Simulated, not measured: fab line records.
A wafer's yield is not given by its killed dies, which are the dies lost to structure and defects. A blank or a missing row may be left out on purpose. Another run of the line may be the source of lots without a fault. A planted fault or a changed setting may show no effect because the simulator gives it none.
Chamber matching | flow n5 finfet | N5_HKMG_FIN_ALD_74 on ald hk-01: 4 sister chambers
The step deposits La2O3, target thk 0.5 nm, pulse time 6 s, co reactant pulse time 1 s. 4 wafers are shown with their chamber, then 10 later ones without.

WAFERS, EACH WITH ITS CHAMBER
wafer  | chamber | heater power w (W)
L083.5 | 1       | 330
L084.1 | 3       | 373
L087.1 | 2       | 361
L087.2 | 0       | 368

WAFERS WITH NO CHAMBER GIVEN
wafer  | heater power w (W)
L087.4 | 375
L088.1 | 330
L088.3 | 365
L088.5 | 329
L096.1 | 356
L096.3 | 327
L096.5 | 321
L097.1 | 376
L097.4 | 331
L097.5 | 361

CHAMBER TAKEN BY EACH
wafer  | from the rows above          | in truth
L087.4 | can't be placed: 3 or 0      | 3
L088.1 | 1                            | 1
L088.3 | can't be placed: 0 or 2 or 3 | 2
L088.5 | 1                            | 1
L096.1 | can't be placed: 2 or 0      | 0
L096.3 | 1                            | 1
L096.5 | 1                            | 1
L097.1 | can't be placed: 3 or 0      | 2
L097.4 | 1                            | 1
L097.5 | can't be placed: 2 or 0      | 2
Correctly placed: 5 of 10. Cannot be placed on the basis of these rows: 5; the candidates contain the true chamber in 4. Placed wrongly: 0.
How it was worked out, from the rows above alone: a wafer's distance from a chamber is the root of the sum, over the readings, of the square of ((its reading less the chamber's mean) divided by the reading's scatter). The wafer belongs to the nearest chamber; if the next one is less than 2 further off, it can't be placed. A chamber's mean is the mean of its shown wafers. The scatter: root of mean squared gap, hidden wafer to nearest shown wafer, with one shown wafer a chamber.
